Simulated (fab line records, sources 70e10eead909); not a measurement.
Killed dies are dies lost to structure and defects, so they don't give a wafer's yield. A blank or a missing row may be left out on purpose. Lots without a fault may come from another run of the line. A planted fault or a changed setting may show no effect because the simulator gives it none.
fab line records | flow nand_harc
record lots=14 wafers=42 last_day=33
route steps=1302 shown A_WL_FILL@956 A_BONDPAD@1203 THIN_TSV@1246 END@1302
lots that met no fault: from a run of the same line without faults
start_h: hours from the record's first day to the start of the lot's first wafer shown | wait_h: hours since the lot's step before | " the same as in the row above | L1.1+2: a row that stands for several wafers | - no value, or no start given | * or withheld: withheld | < > ~ a bound
route shown NAME@n: a module of which the file shows steps, and the number in the route of the first | usual: mean/standard deviation of fault-free wafers | same: alike in all rows | chamber/n: place in a boat | sites: the reading at each site | _std_site: their standard deviation | _edge_site: outer sites' mean less inner sites' | radius_mm: how far each site lies from the wafer's centre | mask NAME#n: copy n | behind: the tool/chamber that last shaped the wafer | hold: why the lot was held/for how many hours/how that ended | device: the transistor (n, p or np) that didn't switch | end of line: the same wafers' tests at the end of the route | a step without rows: its recipe alone | killed: dies lost to structure and defects at the first sort, not the wafer's yield | map: a wafer's dies, x killed, . not, _ none there
set.NAME: the setting as run; set.NAME@STEP: as run at that earlier step | model.NAME: the simulator's own value behind a step, which no gauge read
steps of the route over a sample of lots; a table a step, a row a wafer
services: from which hour (start_h, from the record's first day; less than 0 if before it) a tool's chamber was out of use, for how many hours, and why
## steps
# step NHARC_A_WL_FILL_CVD_03
# recipe target_thk_a=400 temp_c=300 pressure_torr=40 wf6_flow_sccm=40 h2_flow_sccm=1600 ar_flow_sccm=1560 time_s=279 material=W
# usual heater_power_w=451/37 mfc_ar_sccm=1560/5.3 throttle_valve_pct=7.9/0.33
# columns lot.wafer tool chamber start_h wait_h heater_power_w mfc_ar_sccm throttle_valve_pct
L933.3 cvd_w-02 0 483.56 0.2 403 1557 8.1
L933.6 " 1 " " 503 1556 7.6
L933.5 " 0 " " 414 1557 8.2
L932.1 cvd_w-02 1 487.68 0.1 497 1552 7.3
L932.2 " 0 " " 415 1556 8.1
L932.6 " 0 " " 419 1553 8.4
L934.4 cvd_w-02 1 500.61 0.2 489 1564 7.2
L934.3 " 0 " " 416 1559 8.0
L934.5 " 0 " " 410 1560 8.0
L935.2 cvd_w-01 0 507.15 0.1 483 1560 7.8
L935.4 " 0 " " 478 1568 8.0
L935.5 " 1 " " 425 1558 7.4
L936.2 cvd_w-02 1 507.25 0.1 487 1562 7.6
L936.1 " 0 " " 400 1559 8.1
L936.3 " 1 " " 511 1559 7.3
L937.1 cvd_w-02 1 537.27 0.1 498 1559 7.4
L937.3 " 1 " " 505 1566 7.5
L937.5 " 0 " " 404 1565 8.3
L938.4 cvd_w-01 0 537.42 0.2 480 1571 7.9
L938.3 " 1 " " 437 1561 7.5
L938.5 " 0 " " 468 1565 8.0
L941.2 cvd_w-02 1 563.40 0.1 513 1560 7.3
L941.6 " 0 " " 414 1550 8.3
L941.5 " 1 " " 505 1558 7.5
L940.2 cvd_w-01 0 563.53 0.1 458 1563 8.2
L940.4 " 1 " " 427 1564 7.4
L940.6 " 1 " " 424 1557 7.4
L939.3 cvd_w-02 1 573.71 0.2 503 1571 7.7
L939.4 " 0 " " 400 1569 8.4
L939.6 " 0 " " 415 1558 8.5
L943.3 cvd_w-01 1 596.20 0.2 428 1547 7.8
L943.5 " 1 " " 418 1549 7.7
L943.6 " 0 " " 462 1559 8.4
L944.3 cvd_w-02 0 618.12 0.2 416 1556 8.4
L944.4 " 1 " " 509 1559 7.6
L944.5 " 0 " " 409 1558 8.4
L945.1 cvd_w-02 1 621.96 0.1 491 1554 7.7
L945.3 " 1 " " 498 1561 7.6
L945.5 " 1 " " 498 1557 7.9
L953.2 cvd_w-02 1 693.81 0.1 488 1559 7.5
L953.3 " 0 " " 402 1565 8.0
L953.5 " 1 " " 490 1561 7.3
# step NHARC_A_BONDPAD_CMP_29
# recipe target_thk_nm=200 material=SiCN
# usual motor_current_A=12.4/1.2
# columns lot.wafer tool chamber start_h wait_h motor_current_A
L932.1 cmp-04 1 556.25 - 11.6
L932.2 " 2 " " 13.6
L932.6 " 0 " " 14.1
L933.3 cmp-04 1 558.94 - 11.1
L933.6 " 1 " " 11.0
L933.5 " 2 " " 14.2
L934.3 cmp-04 3 567.28 - 12.4
L934.4 " 1 " " 11.4
L934.5 " 0 " " 13.7
L935.4 cmp-01 1 572.25 - 10.6
L935.2 " 3 " " 13.9
L935.5 " 0 " " 12.8
L936.3 cmp-01 1 573.49 - 11.0
L936.1 " 2 " " 12.3
L936.2 " 3 " " 13.5
L938.4 cmp-01 0 602.65 - 12.2
L938.3 " 1 " " 11.0
L938.5 " 3 " " 13.2
L937.1 cmp-01 0 605.78 - 12.4
L937.3 " 1 " " 11.1
L937.5 " 0 " " 11.5
L941.2 cmp-01 3 627.40 - 14.2
L941.6 " 1 " " 10.8
L941.5 " 2 " " 12.8
L940.2 cmp-02 3 629.85 - 10.7
L940.4 " 1 " " 12.9
L940.6 " 3 " " 10.5
L939.4 cmp-02 3 641.62 - 10.2
L939.3 " 1 " " 12.9
L939.6 " 0 " " 11.5
L943.3 cmp-01 0 656.44 0.4 12.8
L943.6 " 1 " " 11.4
L943.5 " 2 " " 12.2
L953.3 cmp-02 0 757.67 - 11.6
L953.2 " 2 " " 12.9
L953.5 " 0 " " 11.3
# step NHARC_A_BONDPAD_PVD_27
# recipe target_thk_a=300 chamber_pressure_pa=5 power_w=5000 substrate_temp_c=30 time_s=20.49 material=Cu
# usual throttle_valve_pct=29.2/0.92
# columns lot.wafer tool chamber start_h wait_h throttle_valve_pct
L932.2 pvd_sputter-01 - - - 29.8
L932.1 " - " " 29.6
L932.6 " - " " 29.6
L933.3 pvd_sputter-02 - - - 28.7
L933.5 " - " " 29.2
L933.6 " - " " 28.4
L934.3 pvd_sputter-03 - - - 28.2
L934.4 " - " " 27.9
L934.5 " - " " 30.0
L935.2 pvd_sputter-02 - - - 29.4
L935.4 " - " " 28.4
L935.5 " - " " 28.3
L936.2 pvd_sputter-02 - - - 29.4
L936.3 " - " " 28.3
L936.1 " - " " 29.4
L938.4 pvd_sputter-03 - - - 28.1
L938.3 " - " " 28.2
L938.5 " - " " 29.1
L937.1 pvd_sputter-02 - - - 29.6
L937.3 " - " " 29.1
L937.5 " - " " 29.5
L941.2 pvd_sputter-02 - - - 29.2
L941.5 " - " " 28.3
L941.6 " - " " 29.6
L940.2 pvd_sputter-02 - - - 29.6
L940.4 " - " " 28.4
L940.6 " - " " 29.5
L939.4 pvd_sputter-03 - - - 28.3
L939.3 " - " " 28.0
L939.6 " - " " 28.3
L943.3 pvd_sputter-01 - - - 30.4
L943.6 " - " " 30.4
L943.5 " - " " 30.3
L953.3 pvd_sputter-03 - - - 29.9
L953.2 " - " " 28.2
L953.5 " - " " 29.5
# step NHARC_THIN_TSV_THK_MEAS_02
# recipe thk_meas_gauge=ir
# usual thk_nm=3026/190
# columns lot.wafer tool chamber start_h wait_h thk_nm
L932.1 film_metro-02 - 572.25 - 2819
L932.2 " - " " 2805
L932.6 " - " " 2903
L933.3 film_metro-01 - 573.46 0.2 3235
L933.5 " - " " 3457
L933.6 " - " " 3202
L934.3 film_metro-01 - 583.40 - 2693
L934.4 " - " " 2949
L934.5 " - " " 2906
L935.2 film_metro-01 - 587.93 - 2941
L935.4 " - " " 2909
L935.5 " - " " 3111
L936.1 film_metro-02 - 589.11 0.2 2895
L936.2 " - " " 2923
L936.3 " - " " 3099
L937.1 film_metro-02 - 618.65 - 2915
L937.3 " - " " 3304
L937.5 " - " " 3170
L938.3 film_metro-01 - 619.84 - 2731
L938.4 " - " " 3031
L938.5 " - " " 3025
L941.2 film_metro-01 - 643.61 0.2 2734
L941.5 " - " " 3023
L941.6 " - " " 2821
L940.2 film_metro-02 - 644.80 - 3109
L940.4 " - " " 3249
L940.6 " - " " 3033
L939.3 film_metro-01 - 657.06 - 2986
L939.4 " - " " 3109
L939.6 " - " " 3211
L943.3 film_metro-01 - 671.97 - 2812
L943.5 " - " " 2803
L943.6 " - " " 2665
L953.2 film_metro-01 - 772.13 - 2976
L953.3 " - " " 3406
L953.5 " - " " 3087
# step NHARC_END_SORT_01
# recipe temp_c=25
# usual killed_at_array=54/21 killed_at_other=1.0/1.2 killed_at_periphery=3.6/2.6 killed_dies=58/20 killed_open=3.3/1.9 killed_short=2.6/1.5
# same gross_dies=677
# columns lot.wafer tool chamber start_h wait_h killed_at_array killed_at_other killed_at_periphery killed_dies killed_open killed_short
L945.1 prober-02 0 722.01 2.5 472 3 2 477 4 2
L945.3 prober-02 0 723.63 3.1 529 3 4 536 1 2
L945.5 prober-02 0 725.25 3.7 604 5 0 609 3 2
L944.3 prober-01 0 730.61 3.1 444 0 4 448 5 2
L944.4 prober-01 0 731.40 3.4 482 1 0 483 4 1
L944.5 prober-01 0 732.19 3.7 439 1 7 447 4 4
# killed by level:class
L945.1 A_WL_FILL:area_cvd=417 A_CHANNEL_HOLE_D2:chamber_film_flake=22 A_SLIT:chamber_film_flake=18 A_WL_FILL:chamber_film_flake=4 A_BLC:chamber_film_flake=3 THIN_TSV:chamber_film_flake=3 A_CHANNEL_FILL_D1:geometric_particle:open=2 P_M1:geometric_particle:open=1
L945.3 A_WL_FILL:area_cvd=501 A_SLIT:chamber_film_flake=10 A_CHANNEL_HOLE_D2:chamber_film_flake=10 A_CHANNEL_HOLE_D1:chamber_film_flake=3 P_GATE:chamber_film_flake=2 A_CONTACT:chamber_film_flake=2 THIN_TSV:chamber_film_flake=2 P_CONTACT:geometric_particle:short=1
L945.5 A_WL_FILL:area_cvd=567 A_SLIT:chamber_film_flake=17 A_CONTACT:chamber_film_flake=9 A_CHANNEL_HOLE_D2:chamber_film_flake=5 THIN_TSV:chamber_film_flake=4 A_CHANNEL_HOLE_D1:geometric_particle:open=1 A_CHANNEL_FILL_D1:geometric_particle:short=1 A_DECK1_JOINT:geometric_particle:short=1
L944.3 A_WL_FILL:area_cvd=351 A_CHANNEL_HOLE_D1:chamber_film_flake=40 A_SLIT:chamber_film_flake=36 A_CONTACT:chamber_film_flake=5 A_ONON_D1:geometric_particle:open=3 A_CHANNEL_FILL_D1:chamber_film_flake=3 P_BONDPAD:chamber_film_flake=2 P_CONTACT:geometric_particle:short=1
L944.4 A_WL_FILL:area_cvd=417 A_CHANNEL_HOLE_D1:chamber_film_flake=31 A_SLIT:chamber_film_flake=16 A_CHANNEL_HOLE_D2:chamber_film_flake=5 A_CONTACT:chamber_film_flake=4 A_BLC:geometric_particle:open=2 A_CHANNEL_FILL_D1:chamber_film_flake=2 A_DECK1_JOINT:chamber_film_flake=2
L944.5 A_WL_FILL:area_cvd=366 A_SLIT:chamber_film_flake=27 A_CHANNEL_HOLE_D1:chamber_film_flake=24 A_CONTACT:chamber_film_flake=10 P_BONDPAD:chamber_film_flake=3 A_CHANNEL_HOLE_D2:chamber_film_flake=3 P_CONTACT:chamber_film_flake=2 P_GATE:geometric_particle:open=1
## services
# columns tool chamber start_h hours kind
pvd_sputter-02 - 460.00 10.0 pm
pvd_sputter-03 - 476.98 2.1 repair
cmp-01 - 479.50 4.0 pm
pvd_sputter-03 - 483.41 1.7 repair
cmp-04 - 503.87 0.8 repair
cmp-04 - 504.85 4.0 pm
cmp-02 - 518.80 2.3 repair
pvd_sputter-03 - 526.09 10.0 pm
cmp-02 - 526.63 4.0 pm
cmp-04 - 535.15 5.6 repair
cvd_w-01 - 547.42 13.0 pm
cmp-01 - 577.50 4.0 pm
cvd_w-02 - 579.30 0.6 repair
cvd_w-02 - 631.00 13.0 pm
pvd_sputter-02 - 638.00 10.0 pm
cvd_w-01 - 654.86 1.2 repair
cmp-01 - 656.90 4.5 repair
cmp-01 - 675.50 4.0 pm
pvd_sputter-03 - 704.09 10.0 pm
pvd_sputter-02 - 708.94 1.9 repair
cvd_w-01 - 728.42 13.0 pm
cmp-01 - 733.67 1.6 repair
pvd_sputter-02 - 739.53 3.7 repair
cvd_w-02 0 757.48 7.2 repair
## key
first_sign step=NHARC_END_SORT_01 reading=killed_dies direction=up sigmas=22 usual=58 struck=500
effect step=NHARC_END_SORT_01 reading=killed_at_array direction=up sigmas=21 usual=54 struck=495
more_kills_born_at NHARC_A_WL_FILL_CVD_03@cvd_w-02=2619
met_at NHARC_A_WL_FILL_CVD_03
struck_lots L944,L945
later_rows_left_out L944.3,L944.4,L944.5,L945.1,L945.3,L945.5
tester_left_out L944,L945
not_acting_at NHARC_A_BONDPAD_CMP_29,NHARC_A_BONDPAD_PVD_27,NHARC_THIN_TSV_THK_MEAS_02
onset_between 573.71 618.12
fault kind=process_parameter_drift tool=cvd_w-02 chamber=- onset_h=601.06 steps=NHARC_A_WL_FILL_CVD_03 channel=target_thk_a offset=* shape=step end_h=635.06 acts_in=* stated=*
# tester_left_out: of these lots the tester's yield and bins aren't shown, on N5 and GAA mostly nor the transistor test; their killed dies are dies lost to structure and defects alone, not to doping, threshold or leakage, so they don't give the yield
# later_rows_left_out: the simulator's readings of these wafers behind a module that went badly wrong aren't trusted and aren't shown, but for the sort
